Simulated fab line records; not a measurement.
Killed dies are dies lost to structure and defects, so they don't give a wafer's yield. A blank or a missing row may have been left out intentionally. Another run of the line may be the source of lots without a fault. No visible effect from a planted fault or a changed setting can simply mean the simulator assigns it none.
fab line records ; flow n5-finfet
record lots=11; wafers=33; last-day=19
route steps=1938 shown BEOL_M8@1366
lots untouched by any fault: they come from a run of this same line in which no faults occurred
start-h: hours from the record's opening day to when the first of the lot's shown wafers began ; wait-h: time in hours since the lot's previous step ; " same as the row above ; L1.1+2: a row that stands for several wafers ; - no value, or no start was given ; * or withheld: withheld ; < > ~ a bound
route shown NAME@n: names a module that has steps shown in the file, with the first one's number in the route ; usual: the fault-free wafers' mean and standard deviation ; same: alike in all rows ; chamber/n: place in a boat ; sites: per-site readings ; _std_site: the values' standard deviation ; _edge_site: inner sites' mean taken away from outer sites' mean ; radius-mm: for every site, how far away it sits from the centre of the wafer ; mask NAME#n: copy n ; behind: the tool/chamber that last shaped the wafer ; hold: the reason the lot was held/the length of the hold in hours/how it ended ; device: the transistor (n, p or np) that didn't switch ; end of line: tests run on the same wafers once the route is complete ; where a step has no rows: the recipe by itself ; killed: not the wafer's yield, but the dies lost to structure and defects at the first sort ; map: the dies of a wafer, with x for killed, . for not killed, _ for no die there
set.NAME: the setting that was run; set.NAME@STEP: the one run at that earlier step ; model.NAME: the simulator's own value behind a step, which no gauge read
route steps across a sampled set of lots; one table per step, one row per wafer
services: when a tool's chamber went out of use (start-h, in hours from the record's first day, below 0 if earlier), for how many hours, and the reason
## steps
# step N5_BEOL_M8_OVL_MEAS_29
# recipe points-per-wafer=522
# usual V7_OVL=0.0/0.75
# same points-per-wafer=522
lot.wafer;tool;chamber;start-h;wait-h;V7_OVL[nm]
L146.2;overlay-01;0;240.95;0.0;0.6
L146.5;overlay-01;0;240.95;0.0;-0.3
L146.6;overlay-01;0;240.95;0.0;0.2
L147.2;overlay-02;0;262.52;0.0;-1.6
L147.3;overlay-02;0;262.52;0.0;0.0
L147.4;overlay-02;0;262.52;0.0;-2.2
L150.1;overlay-01;0;273.68;0.0;0.9
L150.3;overlay-01;0;273.68;0.0;1.4
L150.5;overlay-01;0;273.68;0.0;0.3
L153.1;overlay-02;0;284.85;0.0;0.1
L153.3;overlay-02;0;284.85;0.0;0.3
L153.6;overlay-02;0;284.85;0.0;0.9
L155.1;overlay-01;0;301.69;0.0;1.0
L155.4;overlay-01;0;301.69;0.0;0.6
L155.6;overlay-01;0;301.69;0.0;0.6
L162.1;overlay-02;0;360.10;0.0;0.3
L162.4;overlay-02;0;360.10;0.0;1.1
L162.5;overlay-02;0;360.10;0.0;0.7
L164.1;overlay-02;0;360.26;0.0;-0.2
L164.2;overlay-02;0;360.26;0.0;1.0
L164.5;overlay-02;0;360.26;0.0;0.0
L165.1;overlay-01;0;360.31;0.0;-0.1
L165.3;overlay-01;0;360.31;0.0;-1.1
L165.5;overlay-01;0;360.31;0.0;-0.2
L163.1;overlay-02;0;368.01;0.0;0.2
L163.4;overlay-02;0;368.01;0.0;0.1
L163.6;overlay-02;0;368.01;0.0;0.8
L168.1;overlay-02;0;388.73;0.0;0.1
L168.2;overlay-02;0;388.73;0.0;0.2
L168.3;overlay-02;0;388.73;0.0;-0.2
L167.1;overlay-02;0;395.29;0.0;0.9
L167.2;overlay-02;0;395.29;0.0;-0.4
L167.4;overlay-02;0;395.29;0.0;-0.6
# step N5_BEOL_M8_INSPECT_30
# recipe mode=adi; inspect-instrument=brightfield
# usual raw-defect-count=418/100
lot.wafer;tool;chamber;start-h;wait-h;raw-defect-count
L146.2;defect-inspect-01;-;241.00;0.0;397
L146.5;defect-inspect-01;-;241.00;0.0;328
L146.6;defect-inspect-01;-;241.00;0.0;441
L147.2;defect-inspect-01;-;262.58;0.0;417
L147.3;defect-inspect-01;-;262.58;0.0;309
L147.4;defect-inspect-01;-;262.58;0.0;388
L150.1;defect-inspect-02;-;273.74;0.1;572
L150.3;defect-inspect-02;-;273.74;0.1;521
L150.5;defect-inspect-02;-;273.74;0.1;503
L153.1;defect-inspect-01;-;284.91;0.1;422
L153.3;defect-inspect-01;-;284.91;0.1;619
L153.6;defect-inspect-01;-;284.91;0.1;407
L155.1;defect-inspect-02;-;301.75;0.1;615
L155.4;defect-inspect-02;-;301.75;0.1;540
L155.6;defect-inspect-02;-;301.75;0.1;612
L162.1;defect-inspect-02;-;360.15;0.1;323
L162.4;defect-inspect-02;-;360.15;0.1;456
L162.5;defect-inspect-02;-;360.15;0.1;389
L164.1;defect-inspect-01;-;360.32;0.1;375
L164.2;defect-inspect-01;-;360.32;0.1;394
L164.5;defect-inspect-01;-;360.32;0.1;341
L165.1;defect-inspect-01;-;360.37;0.1;447
L165.3;defect-inspect-01;-;360.37;0.1;389
L165.5;defect-inspect-01;-;360.37;0.1;287
L163.1;defect-inspect-02;-;368.07;0.1;674
L163.4;defect-inspect-02;-;368.07;0.1;477
L163.6;defect-inspect-02;-;368.07;0.1;527
L168.1;defect-inspect-02;-;388.79;0.1;366
L168.2;defect-inspect-02;-;388.79;0.1;258
L168.3;defect-inspect-02;-;388.79;0.1;410
L167.1;defect-inspect-01;-;395.35;0.1;362
L167.2;defect-inspect-01;-;395.35;0.1;520
L167.4;defect-inspect-01;-;395.35;0.1;472
# step N5_BEOL_M8_ETCH_72
# recipe chemistry=N2/H2; target=underlayer; target-depth-a=65; mask-material=CAR-EUV; time-s=5.2; ion-energy-ev=200; pressure-mtorr=30; source-w=840; bias-w=150; n2-flow-sccm=200; h2-flow-sccm=200; ends=cleared
# usual drypump-motor-current-A=5.8/0.4; etch-rf-on-time-s=5.18/0.059; oes-product-au=0.65/0.05; rf-vpp-V=524.5/2.3; showerhead-plenum-p-Torr=2.56/0.066; throttle-valve-pct=17.92/0.17
lot.wafer;tool;chamber;start-h;wait-h;drypump-motor-current-A;etch-rf-on-time-s;oes-product-au;rf-hours-counter-h;rf-vpp-V;showerhead-plenum-p-Torr;throttle-valve-pct
L146.2;rie-diel-01;3;241.12;0.0;5.6;5.17;0.65;149;523.2;2.54;18.01
L146.5;rie-diel-01;2;241.12;0.0;6.2;5.08;0.71;-;521.2;2.47;17.95
L146.6;rie-diel-01;3;241.12;0.0;5.6;5.15;0.66;-;523.3;2.54;18.00
L147.2;rie-diel-04;0;262.93;0.0;6.4;5.18;0.76;33;528.8;2.71;17.75
L147.3;rie-diel-04;2;262.93;0.0;5.5;5.23;0.58;223;525.9;2.62;18.46
L147.4;rie-diel-04;2;262.93;0.0;5.5;5.23;0.59;-;525.2;2.62;18.44
L150.1;rie-diel-01;0;273.81;0.0;5.7;5.22;0.69;92;527.5;2.67;17.96
L150.3;rie-diel-01;2;273.81;0.0;6.3;5.17;0.69;89;519.4;2.46;17.96
L150.5;rie-diel-01;1;273.81;0.0;5.8;5.12;0.68;-;526.9;2.56;17.86
L153.1;rie-diel-06;0;284.98;0.0;5.9;5.25;0.62;215;520.9;2.51;18.16
L153.3;rie-diel-06;3;284.98;0.0;5.9;5.14;0.62;172;524.0;2.53;17.86
L153.6;rie-diel-06;3;284.98;0.0;5.9;5.15;0.63;-;524.6;2.53;17.84
L155.1;rie-diel-06;3;301.82;0.0;5.9;5.14;0.63;178;525.5;2.52;17.85
L155.4;rie-diel-06;3;301.82;0.0;5.9;5.14;0.63;-;521.5;2.52;17.87
L155.6;rie-diel-06;0;301.82;0.0;5.9;5.21;0.60;-;522.9;2.51;18.16
L162.1;rie-diel-06;3;360.25;0.0;5.9;5.20;0.61;202;522.2;2.51;17.89
L162.4;rie-diel-06;1;360.25;0.0;5.7;5.16;0.68;121;524.3;2.55;17.94
L162.5;rie-diel-06;1;360.25;0.0;5.7;5.17;0.67;-;524.5;2.55;17.96
L164.1;rie-diel-01;1;360.41;0.0;5.7;5.17;0.66;140;524.1;2.55;17.90
L164.2;rie-diel-01;3;360.41;0.0;5.6;5.24;0.62;198;524.9;2.52;18.07
L164.5;rie-diel-01;0;360.41;0.0;5.7;5.22;0.68;-;526.5;2.66;18.00
L165.1;rie-diel-06;3;360.65;0.0;5.9;5.09;0.61;202;523.1;2.51;17.91
L165.3;rie-diel-06;2;360.65;0.0;5.1;5.13;0.60;234;524.8;2.62;17.91
L165.5;rie-diel-06;2;360.65;0.0;5.1;5.18;0.60;-;529.6;2.62;17.91
L163.1;rie-diel-06;1;368.16;0.0;5.7;5.18;0.67;124;525.0;2.55;17.95
L163.4;rie-diel-06;3;368.16;0.0;5.9;5.16;0.61;204;524.2;2.51;17.91
L163.6;rie-diel-06;1;368.16;0.0;5.7;5.20;0.67;-;525.3;2.55;17.97
L168.1;rie-diel-04;2;388.88;0.0;5.4;5.13;0.79;17;526.9;2.60;18.10
L168.2;rie-diel-04;1;388.88;0.0;5.3;5.26;0.63;168;519.9;2.53;17.59
L168.3;rie-diel-04;0;388.88;0.0;6.4;5.16;0.71;81;529.1;2.69;17.80
L167.1;rie-diel-04;3;395.42;0.0;6.5;5.21;0.61;248;524.7;2.61;17.75
L167.2;rie-diel-04;1;395.42;0.0;5.3;5.40;0.62;171;525.5;2.53;17.59
L167.4;rie-diel-04;2;395.42;0.0;5.4;5.09;0.77;-;525.2;2.60;18.09
# step N5_BEOL_M8_CURE_75
# recipe temp-c=370; time-s=120; ambient=DMADMS/He; material=SiCOH_lowk
# usual lamp-power-pct=52.31/0.061; run-length-s=178.5/1.6; wafer_temp_C_max=371.4/0.49
lot.wafer;tool;chamber;start-h;wait-h;lamp-power-pct;run-length-s;wafer_temp_C_max
L146.2;uv-cure-03;2;241.86;0.1;52.36;177.1;371.6
L146.5;uv-cure-03;2;241.86;0.1;52.30;177.1;371.6
L146.6;uv-cure-03;2;241.86;0.1;52.35;177.1;371.3
L147.2;uv-cure-03;0;263.68;0.2;52.23;177.7;370.9
L147.3;uv-cure-03;0;263.68;0.2;52.41;177.7;371.2
L147.4;uv-cure-03;0;263.68;0.2;52.27;177.7;370.6
L150.1;uv-cure-02;1;274.39;0.0;52.35;177.9;371.5
L150.3;uv-cure-02;1;274.39;0.0;52.39;177.7;371.7
L150.5;uv-cure-02;1;274.39;0.0;52.26;177.4;371.0
L153.1;uv-cure-02;0;285.81;0.3;50.90;148.2;371.1
L153.3;uv-cure-02;0;285.81;0.3;52.21;177.4;371.4
L153.6;uv-cure-02;0;285.81;0.3;52.31;177.5;371.5
L155.1;uv-cure-02;2;302.42;0.0;50.78;149.1;371.6
L155.4;uv-cure-02;2;302.42;0.0;52.32;178.1;372.3
L155.6;uv-cure-02;2;302.42;0.0;52.29;179.1;372.4
L162.1;uv-cure-03;0;360.84;0.0;52.26;177.5;370.9
L162.4;uv-cure-03;0;360.84;0.0;52.30;177.4;370.9
L162.5;uv-cure-03;0;360.84;0.0;52.26;177.5;371.0
L164.1;uv-cure-02;2;361.00;0.0;52.31;179.0;371.9
L164.2;uv-cure-02;2;361.00;0.0;52.36;178.2;371.0
L164.5;uv-cure-02;2;361.00;0.0;52.44;178.5;371.8
L165.1;uv-cure-03;0;361.25;0.0;52.33;177.4;370.8
L165.3;uv-cure-03;0;361.25;0.0;52.36;177.8;370.6
L165.5;uv-cure-03;0;361.25;0.0;52.32;177.6;370.7
L163.1;uv-cure-01;0;368.76;0.0;52.25;177.7;371.2
L163.4;uv-cure-01;0;368.76;0.0;52.33;178.2;371.3
L163.6;uv-cure-01;0;368.76;0.0;52.39;178.0;371.0
L168.1;uv-cure-03;2;389.48;0.0;52.35;177.7;371.9
L168.2;uv-cure-03;2;389.48;0.0;52.32;177.0;371.6
L168.3;uv-cure-03;2;389.48;0.0;52.35;177.4;372.1
L167.1;uv-cure-03;1;396.00;0.0;52.42;182.7;371.3
L167.2;uv-cure-03;1;396.00;0.0;52.30;182.4;371.6
L167.4;uv-cure-03;1;396.00;0.0;52.19;182.2;371.2
## services
tool;chamber;start-h;hours;kind
rie-diel-01;-;234.77;2.8;pm
rie-diel-06;3;258.10;3.1;repair
rie-diel-04;3;260.32;20.8;repair
uv-cure-03;-;280.04;12.5;repair
rie-diel-06;1;301.28;8.3;repair
rie-diel-06;-;310.71;2.8;pm
rie-diel-01;0;311.39;14.6;repair
rie-diel-04;2;317.65;-;clean
rie-diel-01;1;323.83;2.3;repair
rie-diel-04;0;328.48;9.2;repair
rie-diel-01;1;337.50;9.0;repair
uv-cure-02;-;348.48;2.1;pm
uv-cure-03;-;350.66;1.1;repair
uv-cure-02;-;354.24;0.6;repair
rie-diel-01;3;376.33;6.9;repair
rie-diel-06;0;377.94;8.3;repair
uv-cure-02;-;379.58;5.1;repair
uv-cure-01;-;384.60;1.0;pm
rie-diel-06;0;386.49;-;clean
rie-diel-06;0;386.49;-;consumable-replace:esc
rie-diel-06;0;386.49;-;consumable-replace:focus-ring
rie-diel-06;0;386.49;24.7;scheduled-down
rie-diel-06;0;386.49;24.7;vent-cycle
uv-cure-02;-;391.20;3.4;pm
## key
first-sign step=N5_BEOL_M8_CURE_75; reading=lamp-power-pct; direction=down; sigmas=24; usual=*; struck=*
effect step=N5_BEOL_M8_CURE_75; reading=run-length-s; direction=down; sigmas=18; usual=*; struck=*
met-at N5_BEOL_M8_CURE_75
struck-lots L153,L155
struck-wafers L153.1,L155.1
not-acting-at N5_BEOL_M8_OVL_MEAS_29,N5_BEOL_M8_INSPECT_30,N5_BEOL_M8_ETCH_72
onset-between 274.39 285.81
fault kind=process-parameter-drift; tool=uv-cure-02; chamber=-; onset-h=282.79; steps=N5_BEOL_M8_CURE_75; channel=time-s; offset=*; shape=step; end-h=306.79; scope=struck-wafers-only; acts-in=*; stated=*
